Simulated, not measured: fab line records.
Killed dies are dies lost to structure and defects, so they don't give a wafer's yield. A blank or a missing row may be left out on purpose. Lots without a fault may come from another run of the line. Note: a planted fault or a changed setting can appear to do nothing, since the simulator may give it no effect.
fab line records	flow n5-finfet
record lots=6	wafers=18	last-day=21
route steps=1938 shown HKMG_FIN@450 BEOL_M4@1111 PASSIVATION@1936
lots that met no fault: taken from a fault-free run of the same line
start-h: start of the lot's first displayed wafer, in hours after the record's first day	wait-h: hours since the lot's step before	" same as the row above	L1.1+2: several wafers, shown together as one row	- either no value or no given start	* or withheld: withheld	< > ~ a bound
route shown NAME@n: names a module that has steps shown in the file, with the first one's number in the route	usual: mean/standard deviation of fault-free wafers	same: alike in all rows	chamber/n: place in a boat	sites: per-site readings	_std_site: standard deviation of those values	_edge_site: mean of outer sites minus mean of inner sites	radius-mm: for every site, how far away it sits from the centre of the wafer	mask NAME#n: copy n	behind: the last tool/chamber to shape the wafer	hold: what put the lot on hold/how long, in hours/how the hold closed	device: whichever transistor did not switch (one of n, p or np)	end of line: at the end of the route, the tests of the same wafers	a step with no rows: only its recipe	killed: dies lost to structure and defects at the first sort, not the wafer's yield	map: the dies of a wafer, with x for killed, . for not killed, _ for no die there
set.NAME: the setting the step ran with; set.NAME@STEP: the setting that earlier step ran with	model.NAME: the simulator's own value behind a step, which no gauge read
lots at selected steps of the route; one table per step, one row per wafer
services: from which hour (start-h, from the record's first day; less than 0 if before it) a tool's chamber was out of use, for how many hours, and why
## steps
# step N5_HKMG_FIN_COAT_66
# recipe resist=SOC	temp-c=250	time-s=60	spin-rpm=1500	resist-thk-nm=300
# step N5_HKMG_FIN_ETCH_67
# recipe chemistry=N2/H2	target=SOC	target-depth-a=3889	stop-on=TiN	ion-energy-ev=100	bias-w=61	pressure-mtorr=30	source-w=850	n2-flow-sccm=200	h2-flow-sccm=200
# usual drypump-motor-current-A=5.6/0.34	oes-product-au=0.77/0.084	rf-vpp-V=240.7/1.5	showerhead-plenum-p-Torr=2.55/0.1	throttle-valve-pct=17.92/0.13
lot.wafer	tool	chamber	start-h	wait-h	drypump-motor-current-A	oes-product-au	rf-hours-counter-h	rf-vpp-V	showerhead-plenum-p-Torr	throttle-valve-pct
L383.2	rie-diel-04	3	108.34	-	5.1	0.72	208	241.1	2.62	18.08
L383.5	"	1	"	"	5.6	0.95	-	240.4	2.49	17.89
L383.6	"	2	"	"	5.1	0.72	-	239.8	2.52	17.78
L388.1	rie-diel-02	2	139.07	-	5.6	0.81	82	243.4	2.69	17.98
L388.2	"	0	"	"	5.6	0.71	181	238.5	2.43	17.73
L388.3	"	1	"	"	5.7	0.75	152	241.3	2.65	17.76
L392.1	rie-diel-02	1	161.69	-	5.8	0.74	160	243.2	2.64	17.79
L392.3	"	0	"	"	5.6	0.71	186	239.1	2.43	17.72
L392.4	"	3	"	"	5.6	0.77	140	239.1	2.44	17.99
L393.4	rie-diel-02	2	168.19	-	5.7	0.80	93	240.9	2.68	18.00
L393.5	"	2	"	"	5.7	0.80	-	239.6	2.68	17.99
L393.6	"	1	"	"	5.7	0.74	-	241.7	2.64	17.80
L396.3	rie-diel-02	3	186.34	-	5.6	0.76	148	239.3	2.44	18.00
L396.4	"	1	"	"	5.8	0.73	170	240.9	2.64	17.82
L396.6	"	2	"	"	5.7	0.79	-	242.9	2.68	18.00
L398.2	rie-diel-04	2	197.22	-	5.2	0.69	219	241.0	2.50	17.84
L398.3	"	1	"	"	5.6	0.88	49	240.1	2.48	17.97
L398.4	"	3	"	"	5.1	0.69	244	241.9	2.60	18.13
# step N5_HKMG_FIN_STRIP_90
# recipe chemistry=N2/H2	material=SOC	time-s=20	power-w=500	temp-c=40	pressure-mtorr=50	rf-frequency-hz=6e+07	bias-power-w=8	h2-frac=0.5	n2-flow-sccm=300	h2-flow-sccm=300
# step N5_HKMG_FIN_WET_ETCH_73
# recipe chemistry=SC1	mix=1:2:40	temp-c=50	time-s=42.3	target-depth-nm=1.3	dry=ipa-marangoni	rinse-time-s=30	rinse-temp-c=23
# step N5_HKMG_FIN_ETCHBACK_68
# recipe chemistry=Cl2/Ar	stop-on=HfO2	target-depth-a=5	pressure-mtorr=10	icp-w=600	bias-w=60	Cl2_flow_sccm=40	Ar_flow_sccm=60
# step N5_HKMG_FIN_STRIP_69
# recipe chemistry=N2/H2	power-w=2500	temp-c=300	h2-frac=0.65	time-s=360	pressure-mtorr=withheld	n2-flow-sccm=1750	h2-flow-sccm=3250
# usual drypump-motor-current-A=5.9/0.58	heater-power-w=430/22
# same time-s=360
lot.wafer	tool	chamber	start-h	wait-h	drypump-motor-current-A	heater-power-w	rf-hours-counter-h
L383.2	plasma-asher-01	1	108.71	0.1	6.0	415	89
L383.5	"	1	"	"	6.0	419	-
L383.6	"	0	"	"	6.0	402	-
L388.1	plasma-asher-01	1	139.43	0.1	6.0	408	94
L388.2	"	0	"	"	6.0	391	94
L388.3	"	1	"	"	6.0	402	-
L392.1	plasma-asher-02	0	162.11	0.2	6.6	448	59
L392.3	"	1	"	"	5.1	456	-
L392.4	"	0	"	"	6.6	456	-
L393.4	plasma-asher-01	1	168.67	0.2	6.0	415	-
L393.5	"	1	"	"	6.0	415	-
L393.6	"	0	"	"	6.0	401	-
L396.3	plasma-asher-02	0	186.82	0.2	6.6	448	-
L396.4	"	1	"	"	5.1	446	-
L396.6	"	0	"	"	6.6	446	-
L398.2	plasma-asher-02	0	197.58	0.1	6.6	445	65
L398.3	"	0	"	"	6.6	454	-
L398.4	"	1	"	"	5.1	454	-
# step N5_HKMG_FIN_ALD_21
# recipe material=TiN	target-thk-a=15	temp-c=400	ald-precursor-family=TiCl4	ald-co-reactant=NH3	pulse-time-s=1	purge-time-s=3	co-reactant-purge-time-s=2	co-reactant-pulse-time-s=2	ald-cycles=68	pressure-torr=3
# usual heater-power-w=890/100	precursor-pulse-height-rel=1.002/0.019
# same co-reactant-purge-time-s=2
lot.wafer	tool	chamber	start-h	wait-h	heater-power-w	precursor-pulse-height-rel
L383.2	ald-metal-02	2	109.19	0.4	987	1.000
L383.5	"	0	"	"	711	1.026
L383.6	"	1	"	"	1011	1.016
L388.1	ald-metal-01	2	139.81	0.3	783	1.002
L388.2	"	0	"	"	755	0.978
L388.3	"	1	"	"	827	1.024
L392.1	ald-metal-02	2	162.50	0.3	999	1.017
L392.3	"	0	"	"	729	1.010
L392.4	"	3	"	"	959	0.997
L393.4	ald-metal-04	1	168.93	0.1	947	0.971
L393.5	"	0	"	"	868	0.996
L393.6	"	1	"	"	969	0.984
L396.3	ald-metal-02	3	187.08	0.1	933	1.031
L396.4	"	0	"	"	718	1.018
L396.6	"	3	"	"	968	0.984
L398.2	ald-metal-04	0	197.96	0.3	889	0.970
L398.3	"	1	"	"	916	1.009
L398.4	"	2	"	"	845	1.020
# step N5_HKMG_FIN_ALD_72
# recipe material=W	target-thk-a=20	temp-c=300	pressure-torr=7.5	ald-precursor-family=WF6	ald-co-reactant=B2H6	pulse-time-s=1	purge-time-s=2	co-reactant-purge-time-s=2	co-reactant-pulse-time-s=3	ald-cycles=7
# usual heater-power-w=462/62	precursor-pulse-height-rel=1.000/0.018
# same co-reactant-purge-time-s=2
lot.wafer	tool	chamber	start-h	wait-h	heater-power-w	precursor-pulse-height-rel
L383.2	cvd-w-01	1	109.55	0.2	416	1.003
L383.5	"	0	"	"	437	0.980
L383.6	"	1	"	"	408	0.999
L388.1	cvd-w-02	0	140.18	0.2	559	1.008
L388.2	"	1	"	"	426	0.991
L388.3	"	0	"	"	564	0.987
L392.1	cvd-w-02	1	162.86	0.2	421	0.990
L392.3	"	1	"	"	433	1.010
L392.4	"	0	"	"	551	0.985
L393.4	cvd-w-02	0	169.32	0.2	563	0.969
L393.5	"	1	"	"	414	0.994
L393.6	"	0	"	"	563	0.989
L396.3	cvd-w-02	1	187.48	0.2	412	1.027
L396.4	"	0	"	"	551	1.035
L396.6	"	0	"	"	557	0.989
L398.2	cvd-w-02	1	198.33	0.2	429	1.008
L398.3	"	1	"	"	422	1.014
L398.4	"	0	"	"	565	1.017
# step N5_HKMG_FIN_W_FILL_22
# recipe material=W	target-thk-a=600	temp-c=400	pressure-torr=39.4	time-s=18.2
# usual heater-power-w=826/110	throttle-valve-pct=18.8/0.78
# same time-s=18.2
lot.wafer	tool	chamber	start-h	wait-h	heater-power-w	throttle-valve-pct
L383.2	cvd-w-01	1	109.61	0.0	729	18.9
L383.5	"	0	"	"	787	18.5
L383.6	"	1	"	"	713	19.0
L388.1	cvd-w-02	0	140.24	0.0	996	17.9
L388.2	"	1	"	"	742	19.8
L388.3	"	0	"	"	998	17.7
L392.1	cvd-w-02	1	162.93	0.0	760	19.7
L392.3	"	1	"	"	748	19.8
L392.4	"	0	"	"	986	17.9
L393.4	cvd-w-02	0	169.37	0.0	1022	18.0
L393.5	"	1	"	"	764	19.7
L393.6	"	0	"	"	968	18.1
L396.3	cvd-w-02	1	187.53	0.0	758	20.0
L396.4	"	0	"	"	1019	18.1
L396.6	"	0	"	"	1012	18.3
L398.2	cvd-w-02	1	198.39	0.0	751	19.9
L398.3	"	1	"	"	743	20.2
L398.4	"	0	"	"	996	18.3
# step N5_HKMG_FIN_PRECLEAN_83
# recipe chemistry=DIW	time-s=57.5	temp-c=23
# step N5_HKMG_FIN_SRD_84
# recipe dry-time-s=32	dry=n2-spin	spin-rpm=1500
# step N5_HKMG_FIN_CMP_23
# recipe stop-on=SiNx	t-overpolish-s=10	post-cmp-clean=rinse-only	down-force-psi=4	platen-rpm=50.289	pad-velocity-m-s=1.0006	target-thk-nm=46.326
# step N5_HKMG_FIN_CMP_94
# recipe stop-on=SiNx	post-cmp-clean=w-dilute-nh4oh	t-overpolish-s=4.7	down-force-psi=4	platen-rpm=50.289	pad-velocity-m-s=1.0006	target-thk-nm=43.299
# usual head-pressure-psi=4.000/0.01	motor-current-A=12.4/1.5	pad-life-wafers=1214/550	slurry-filter-dp-kPa=13.49/0.14
lot.wafer	tool	chamber	start-h	wait-h	head-pressure-psi	motor-current-A	pad-life-wafers	slurry-filter-dp-kPa
L383.2	cmp-02	0	110.23	0.3	3.996	12.6	883	13.43
L383.5	"	3	"	"	3.999	10.2	-	13.33
L383.6	"	0	"	"	4.008	11.8	-	13.56
L388.2	cmp-01	0	140.83	0.4	4.005	12.0	54	13.57
L388.3	"	2	"	"	3.997	14.3	56	13.55
L388.1	"	3	"	"	4.012	14.1	57	13.30
L392.3	cmp-04	0	163.52	0.4	4.019	11.0	1590	13.36
L392.4	"	1	"	"	4.001	14.2	1591	13.49
L392.1	"	3	"	"	3.989	13.0	1593	13.82
L393.4	cmp-01	3	170.04	0.2	2.959	11.4	297	13.39
L393.6	"	0	"	"	2.947	10.4	-	13.45
L393.5	"	1	"	"	2.958	7.9	-	13.38
L396.4	cmp-01	3	188.19	0.4	2.961	11.6	469	13.49
L396.3	"	0	"	"	2.958	10.6	470	13.50
L396.6	"	2	"	"	2.948	10.5	-	13.44
L398.3	cmp-04	0	199.15	0.4	3.977	12.2	1914	13.47
L398.4	"	1	"	"	3.991	14.6	1915	13.49
L398.2	"	2	"	"	4.012	12.5	1916	13.50
# step N5_BEOL_M4_RC_MEAS_101
# usual DIBL_N=36.3/1.1	DIBL_P=36.3/1.4	IOFF_N=0.155/0.019	IOFF_P=0.211/0.027	ION_N=672/8.5	ION_P=462/5.8	SS_N=71.5/0.56	SS_P=73.3/0.52	VT_N=249.9/2.5	VT_P=-249.8/2.8
lot.wafer	tool	chamber	start-h	wait-h	DIBL_N[mV/V]	DIBL_P[mV/V]	IOFF_N[nA/um]	IOFF_P[nA/um]	ION_N[uA/um]	ION_P[uA/um]	SS_N[mV/dec]	SS_P[mV/dec]	VT_N[mV]	VT_P[mV]
L383.2	prober-01	0	250.38	0.2	35.4	35.8	0.146	0.193	664	460	70.9	73.0	250.3	-250.5
L383.5	"	0	"	"	34.8	33.5	0.128	0.167	668	461	70.8	72.9	253.6	-251.9
L383.6	"	0	"	"	35.6	35.7	0.151	0.195	675	471	71.6	74.0	247.8	-252.7
L388.1	prober-02	0	322.10	0.0	36.6	36.0	0.145	0.200	665	456	70.6	73.8	250.4	-251.5
L388.2	"	0	"	"	37.0	36.2	0.150	0.203	672	461	71.5	73.3	250.7	-250.7
L388.3	"	0	"	"	38.3	37.2	0.163	0.214	676	461	71.0	73.1	247.3	-252.3
L392.1	prober-02	0	354.88	0.0	35.3	34.7	0.149	0.230	675	468	71.3	72.3	248.8	-244.9
L392.3	"	0	"	"	34.4	33.6	0.127	0.205	668	465	71.0	73.2	250.5	-245.8
L392.4	"	0	"	"	37.8	37.0	0.181	0.268	672	468	72.1	74.3	245.3	-246.3
L396.3	prober-02	0	385.66	0.3	37.1	35.5	0.140	0.194	659	458	71.6	73.0	252.5	-250.8
L396.4	"	0	"	"	36.8	34.6	0.135	0.191	673	461	71.3	73.1	251.9	-252.1
L396.6	"	0	"	"	37.7	36.3	0.159	0.218	675	465	71.8	73.4	251.1	-248.3
L398.2	prober-02	0	390.21	0.2	37.2	37.6	0.175	0.237	686	467	71.5	73.8	245.8	-248.3
L398.3	"	0	"	"	36.9	37.1	0.168	0.230	677	466	71.7	73.5	245.2	-246.1
L398.4	"	0	"	"	36.7	37.0	0.160	0.228	682	471	71.8	73.3	247.4	-247.4
L393.4	prober-01	0	391.78	0.5	35.9	36.0	0.159	0.206	676	458	71.5	72.8	250.5	-248.7
L393.5	"	0	"	"	36.1	36.5	0.168	0.222	681	466	71.4	73.5	247.5	-247.2
L393.6	"	0	"	"	35.2	35.5	0.148	0.201	674	467	70.6	73.2	250.6	-250.8
# step N5_PASSIVATION_PROBE_49
# usual defect-limited-yield=91.4/1.2	killed_at_M0_to_M3=34/10	killed_at_M4_up=14/5.1	killed-at-contacts=12/6.4	killed-at-front-end=38/9.3	killed-at-other=4/3	killed-dies=102/15	killed-on-rim=13/3.6	killed-open=67/12	killed-short=33/6.9	sort_bin_5_function=5.0/0.86	sort_bin_6_memory=3.2/0.58	sort-n-pass=1078/15	sort-yield-pct=91.4/1.2
# same gross-dies=1180	killed-at-back-side=0	sort_bin_4_leakage[%]=0	sort_bin_8_speed[%]=0
lot.wafer	tool	chamber	start-h	wait-h	defect-limited-yield[%]	killed_at_M0_to_M3	killed_at_M4_up	killed-at-contacts	killed-at-front-end	killed-at-other	killed-dies	killed-on-rim	killed-open	killed-short	sort_bin_5_function[%]	sort_bin_6_memory[%]	sort-n-pass	sort-yield-pct[%]
L383.2	prober-02	-	349.10	0.1	92.1	50	14	3	23	3	93	11	60	31	4.1	3.5	1087	92.1
L383.5	prober-02	-	349.25	0.2	93.9	26	7	5	31	3	72	7	44	21	3.2	2.6	1108	93.9
L383.6	prober-02	-	349.30	0.3	89.6	42	16	17	44	4	123	11	80	39	6.9	3.1	1057	89.6
L388.1	prober-02	-	421.89	0.2	92.2	25	23	5	34	5	92	12	68	23	4.1	3.5	1088	92.2
L388.2	prober-02	-	421.94	0.2	91.9	30	9	6	49	1	95	9	60	28	4.2	3.1	1085	91.9
L388.3	prober-02	-	421.99	0.3	91.0	39	18	4	42	3	106	8	59	41	4.3	3.4	1074	91.0
L392.1	prober-02	-	468.63	0.2	89.5	52	8	14	43	7	124	13	77	46	6.0	4.2	1056	89.5
L392.3	prober-02	-	468.73	0.3	93.0	24	13	10	36	0	83	6	53	29	4.2	2.7	1097	93.0
L392.4	prober-02	-	468.78	0.4	92.7	19	5	17	41	4	86	18	54	31	4.7	2.2	1094	92.7
L393.4	prober-01	-	505.39	0.2	92.4	39	11	8	29	3	90	9	53	35	4.8	2.1	1090	92.4
L393.6	prober-01	-	505.49	0.3	93.7	30	19	4	19	2	74	9	45	29	4.0	1.9	1106	93.7
L398.2	prober-01	-	509.00	0.1	90.6	34	4	19	50	4	111	15	82	28	5.8	3.5	1069	90.6
L398.3	prober-01	-	509.05	0.1	92.4	24	8	13	39	6	90	17	58	29	5.1	2.1	1090	92.4
L398.4	prober-01	-	509.10	0.2	90.6	27	12	15	47	10	111	13	70	39	5.3	3.7	1069	90.6
# killed by level:class
L383.2 BEOL_M0_SAQP:geometric-particle:short=16 BEOL_M0_SAQP:geometric-particle:open=13 BEOL_M2:geometric-particle:open=7 BEOL_M4:geometric-particle:open=6 STI_FIN_REVEAL:geometric-particle:open=5 DUMMY_GATE:geometric-particle:open=5 BEOL_M3:geometric-particle:open=5 FIN_SAQP:geometric-particle:open=3
L383.5 FIN_SAQP:geometric-particle:short=6 STI_FIN_REVEAL:geometric-particle:open=6 BEOL_M1:geometric-particle:open=6 BEOL_M0_SAQP:geometric-particle:open=5 STARTING-WAFER:geometric-particle:open=5 MOL_CONTACT_COAG:geometric-particle:open=4 DUMMY_GATE:geometric-particle:open=3 BEOL_M0_SAQP:geometric-particle:short=3
L383.6 MOL_CONTACT_COAG:geometric-particle:open=13 BEOL_M4:geometric-particle:open=11 BEOL_M2:geometric-particle:open=10 BEOL_M0_SAQP:geometric-particle:short=9 FIN_SAQP:geometric-particle:open=8 BEOL_M3:geometric-particle:open=7 DUMMY_GATE:geometric-particle:open=7 FIN_SAQP:geometric-particle:short=6
L388.1 STI_FIN_REVEAL:geometric-particle:open=17 BEOL_M4:geometric-particle:open=10 BEOL_M0_SAQP:geometric-particle:open=7 BEOL_M0_SAQP:geometric-particle:short=6 BEOL_M1:geometric-particle:open=6 BEOL_M8:geometric-particle:open=5 FIN_SAQP:geometric-particle:open=4 FIN_SAQP:geometric-particle:short=4
L388.2 FIN_SAQP:geometric-particle:open=11 BEOL_M0_SAQP:geometric-particle:short=7 BEOL_M0_SAQP:geometric-particle:open=6 BEOL_M1:geometric-particle:open=6 BEOL_M4:geometric-particle:open=6 STI_FIN_REVEAL:geometric-particle:open=5 MOL_CONTACT_COAG:geometric-particle:open=5 STARTING-WAFER:geometric-particle:open=5
L388.3 STI_FIN_REVEAL:geometric-particle:open=13 BEOL_M0_SAQP:geometric-particle:short=11 BEOL_M0_SAQP:geometric-particle:open=6 BEOL_M1:geometric-particle:open=6 BEOL_M4:geometric-particle:open=6 BEOL_M1:geometric-particle:short=5 BEOL_M3:geometric-particle:open=5 FIN_SAQP:geometric-particle:short=4
L392.1 BEOL_M0_SAQP:geometric-particle:short=16 BEOL_M0_SAQP:geometric-particle:open=11 BEOL_M2:geometric-particle:open=11 MOL_CONTACT_COAG:geometric-particle:open=10 GATE_CUT:geometric-particle:short=9 FIN_SAQP:geometric-particle:open=8 STI_FIN_REVEAL:geometric-particle:open=7 BEOL_M3:geometric-particle:open=5
L392.3 MOL_CONTACT_COAG:geometric-particle:open=8 FIN_SAQP:geometric-particle:open=7 STI_FIN_REVEAL:geometric-particle:open=7 FIN_SAQP:geometric-particle:short=5 BEOL_M2:geometric-particle:open=5 GATE_CUT:geometric-particle:short=4 BEOL_M3:geometric-particle:open=4 BEOL_M4:geometric-particle:open=4
L392.4 MOL_CONTACT_COAG:geometric-particle:open=12 GATE_CUT:geometric-particle:short=10 FIN_SAQP:geometric-particle:open=5 STI_FIN_REVEAL:geometric-particle:open=5 MOL_CONTACT_COAG:geometric-particle:short=5 BEOL_M0_SAQP:geometric-particle:short=5 FIN_SAQP:geometric-particle:short=4 DUMMY_GATE:geometric-particle:open=4
L393.4 BEOL_M0_SAQP:geometric-particle:short=9 MOL_CONTACT_COAG:geometric-particle:open=7 BEOL_M0_SAQP:geometric-particle:open=7 BEOL_M3:geometric-particle:open=7 FIN_SAQP:geometric-particle:short=6 STI_FIN_REVEAL:geometric-particle:open=5 FIN_SAQP:geometric-particle:open=4 DUMMY_GATE:geometric-particle:open=4
L393.6 BEOL_M2:geometric-particle:open=10 BEOL_M0_SAQP:geometric-particle:short=8 BEOL_M4:geometric-particle:open=8 FIN_SAQP:geometric-particle:short=5 GATE_CUT:geometric-particle:short=4 MOL_CONTACT_COAG:geometric-particle:open=4 BEOL_M0_SAQP:geometric-particle:open=4 BEOL_M3:geometric-particle:open=4
L398.2 STI_FIN_REVEAL:geometric-particle:open=20 MOL_CONTACT_COAG:geometric-particle:open=15 BEOL_M2:geometric-particle:open=10 BEOL_M0_SAQP:geometric-particle:open=9 DUMMY_GATE:geometric-particle:open=6 FIN_SAQP:geometric-particle:short=5 BEOL_M0_SAQP:geometric-particle:short=5 ILD0:geometric-particle:short=4
L398.3 MOL_CONTACT_COAG:geometric-particle:open=11 STI_FIN_REVEAL:geometric-particle:open=10 BEOL_M1:geometric-particle:open=8 BEOL_M2:geometric-particle:open=6 FIN_SAQP:geometric-particle:short=5 DUMMY_GATE:geometric-particle:open=5 FIN_SAQP:geometric-particle:open=4 STI_FIN_REVEAL:geometric-particle:short=4
L398.4 MOL_CONTACT_COAG:geometric-particle:open=11 BEOL_M2:geometric-particle:open=11 STI_FIN_REVEAL:geometric-particle:open=10 STI_FIN_REVEAL:geometric-particle:short=7 DUMMY_GATE:geometric-particle:open=7 BEOL_M0_SAQP:geometric-particle:short=6 FIN_SAQP:geometric-particle:short=5 GATE_CUT:geometric-particle:short=5
## services
tool	chamber	start-h	hours	kind
cmp-01	-	84.98	1.5	repair
cmp-01	-	87.00	1.8	repair
ald-metal-02	3	103.42	3.8	repair
cmp-01	-	115.21	8.2	repair
cmp-04	-	116.21	6.9	pm
cvd-w-02	-	118.11	6.0	pm
cmp-01	-	130.49	4.0	pm
cmp-01	-	134.49	-	consumable-replace:conditioner
cmp-01	-	134.49	-	consumable-replace:pad
rie-diel-04	0	157.01	-	clean
rie-diel-04	0	157.01	-	consumable-replace:focus-ring
rie-diel-04	0	157.01	-	consumable-replace:showerhead
rie-diel-04	0	157.01	20.0	scheduled-down
rie-diel-04	0	157.01	20.0	vent-cycle
ald-metal-01	2	159.40	2.7	repair
plasma-asher-01	-	159.51	2.8	pm
cmp-02	-	163.22	4.0	repair
ald-metal-02	-	169.02	2.6	repair
ald-metal-04	-	182.57	0.7	repair
cmp-02	-	183.58	18.2	repair
cmp-04	-	187.56	0.4	repair
plasma-asher-01	-	188.82	1.2	repair
plasma-asher-02	-	192.19	0.8	repair
ald-metal-04	-	199.21	0.8	repair
## key
first-sign step=N5_HKMG_FIN_CMP_94	reading=head-pressure-psi	direction=down	sigmas=99+	usual=4.000	struck=2.955
effect none on later readings
met-at N5_HKMG_FIN_CMP_94
struck-wafers L393.4,L393.5,L393.6,L396.3,L396.4,L396.6
onset-between 140.83 170.04
fault kind=process-parameter-drift	tool=cmp-01	chamber=-	onset-h=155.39	steps=N5_HKMG_FIN_CMP_94	channel=down-force-psi	offset=-1.0455	shape=step	end-h=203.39	acts-in=these-recipes-only	stated=4
